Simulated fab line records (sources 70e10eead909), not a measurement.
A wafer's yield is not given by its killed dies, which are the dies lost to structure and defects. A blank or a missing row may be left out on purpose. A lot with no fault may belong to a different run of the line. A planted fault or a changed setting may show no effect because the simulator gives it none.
Struck lot and sound lot, side by side + flow nand harc + 14 out of 1302 route steps
Sound: the wafers L452.4, L452.5, L452.6. Struck: wafers L468.1, L468.4, L468.5. Last of all comes the cause.
At each step with rows: each side's tool, then ch and its chambers, then its first start. Under that, the readings that differ: sound wafers + struck wafers + difference of the means + sigmas: that difference in standard deviations of wafers without a fault.
alike: readings whose means differ by less than 2 such deviations, and words and numbers that are the same on both sides. not compared: withheld readings, readings that some wafer has no value for, bounds like >300 that may hide the same value, and numbers for which the record gives no deviation and whose values overlap.
Wherever a step has rows on one side only, a row that says differs or no value, or a row with sigmas, the two part there. Non-overlapping numbers with no deviation appear without sigmas and do not part them. A reading that every wafer of one side lacks parts them only if that side has two wafers or more.

NHARC_A_STAIRCASE_DESCUM_291: chemistry O2, time 3 s.
  sound on rie diel-06 ch 0,2,3, day 17 04:55; struck on rie diel-01 ch 0,1, day 23 05:46
| reading                     | sound             | struck            | difference | sigmas |
|-----------------------------|-------------------|-------------------|------------|--------|
| drypump motor current A (A) | 6.4 6.5 5.9       | 5.7 5.4 5.6       | -0.7       | -2     |
| oes product au (a.u.)       | 0.988 0.982 0.989 | 1.019 1.005 1.022 | +0.029     | +4     |
  alike: chamber pressure mTorr, rf vpp V, showerhead plenum p Torr, throttle valve pct
  not compared: rf hours counter h
then, 1 step without rows for these wafers: NHARC_A_STAIRCASE_ETCH_292 (etches the open film in CF4/CHF3).
NHARC_A_STAIRCASE_HM_OPEN_460: chemistry O2/COS.
  sound on rie diel-06 ch 0,1,2; struck on rie diel-01 ch 0,1,3
  alike: bias w, chamber pressure mTorr, drypump motor current A, oes product au, rf vpp V, showerhead plenum p Torr, throttle valve pct
  not compared: rf hours counter h
then, 2 steps without rows for these wafers: NHARC_A_STAIRCASE_STRIP_461 (strips in O2/COS); NHARC_A_STAIRCASE_ETCH_452 (etches the open film in CF4/O2, target depth 30 nm, overetch 3 nm, time 16.5 s).
NHARC_A_STAIRCASE_ETCH_294: etches the open film in C4F8/O2/Ar, target depth 4989 nm, time 1211.6 s.
  sound on rie diel-06 ch 0,1; struck on rie diel-01 ch 0,1
  alike: bias w, chamber pressure mTorr, oes product au, rf vpp V
  not compared: rf hours counter h
NHARC_A_STAIRCASE_STRIP_295: strips in O2.
  sound on rie diel-06 ch 1,2; struck on rie diel-01 ch 0,3
  alike: chamber pressure mTorr, drypump motor current A, oes product au, rf vpp V, showerhead plenum p Torr, throttle valve pct
  not compared: rf hours counter h
then, 3 steps without rows for these wafers: NHARC_A_STAIRCASE_STRIP_296 (strips in SPM, time 900 s); NHARC_A_STAIRCASE_PRECLEAN_297 (cleans in SC1); NHARC_A_STAIRCASE_SRD_298.
NHARC_A_STAIRCASE_HM_DEP_462: deposits aC, target thk 800 nm.
  sound on acl dep-01 ch 0, day 17 08:41; struck on acl dep-01 ch 0, day 23 08:01
  alike: throttle valve pct
NHARC_A_STAIRCASE_DEP_301: deposits SiON, target thk 30 nm.
  sound on pecvd-04 ch 0,1,2, day 17 09:42; struck on pecvd-01 ch 0,2, day 23 10:00
| reading            | sound             | struck            | difference | sigmas |
|--------------------|-------------------|-------------------|------------|--------|
| rf fwd power W (W) | 349.3 348.0 348.5 | 305.3 306.0 304.0 | -43.5      | -36    |
  alike: heater power w
then, 1 step without rows for these wafers: NHARC_A_STAIRCASE_DEHYDRATE_302 (time 120 s).
NHARC_END_SORT_01:
  the record has rows for the sound wafers here (prober-02 ch 0, day 24 16:01) and none for the struck ones

WHERE THEY PART
Last at NHARC_END_SORT_01 as far as this record goes, first at NHARC_A_STAIRCASE_DESCUM_291.

WHY: whatever the simulator had introduced
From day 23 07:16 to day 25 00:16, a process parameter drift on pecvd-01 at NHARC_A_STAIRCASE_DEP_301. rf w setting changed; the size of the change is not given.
